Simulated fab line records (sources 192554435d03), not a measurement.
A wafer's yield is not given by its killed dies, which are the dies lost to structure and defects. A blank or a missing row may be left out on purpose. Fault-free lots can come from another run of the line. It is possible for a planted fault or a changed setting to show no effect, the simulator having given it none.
Chamber matching + flow n5-finfet + cvd-co-01 running N5_BEOL_M4_PRE_CLEAN_60: 3 sister chambers
The step time 15 s. 3 wafers are shown with their chamber, then 10 later ones without.

## EACH WAFER AND ITS CHAMBER
| wafer  | chamber | heater-power-w (W) |
|--------|---------|--------------------|
| L088.4 | 1       | 101                |
| L092.3 | 2       | 109                |
| L092.4 | 0       | 72                 |

## WAFERS MISSING THEIR CHAMBER
| wafer  | heater-power-w (W) |
|--------|--------------------|
| L092.5 | 69                 |
| L093.2 | 71                 |
| L093.4 | 102                |
| L093.5 | 70                 |
| L094.1 | 104                |
| L094.2 | 70                 |
| L094.4 | 70                 |
| L097.1 | 110                |
| L097.2 | 70                 |
| L097.6 | 111                |

## EACH ONE'S CHAMBER
| wafer  | from the rows above     | in truth |
|--------|-------------------------|----------|
| L092.5 | 0                       | 0        |
| L093.2 | 0                       | 0        |
| L093.4 | 1                       | 1        |
| L093.5 | 0                       | 0        |
| L094.1 | can't be placed: 1 or 2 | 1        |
| L094.2 | 0                       | 0        |
| L094.4 | 0                       | 0        |
| L097.1 | 2                       | 2        |
| L097.2 | 0                       | 0        |
| L097.6 | 2                       | 2        |
Placed correctly: 9 of 10. Not placeable from these rows: 1 (in 1, the candidates include the true chamber). Placed wrongly: 0.
How it was worked out, from the rows above alone: a wafer's distance from a chamber is the root of the sum, over the readings, of the square of ((its reading less the chamber's mean) divided by the reading's scatter). The wafer belongs to the nearest chamber; if the next one is less than 2 further off, it can't be placed. Each chamber's mean is taken over the wafers shown for it. The scatter: root of mean squared gap, hidden wafer to nearest shown wafer, with one shown wafer a chamber.
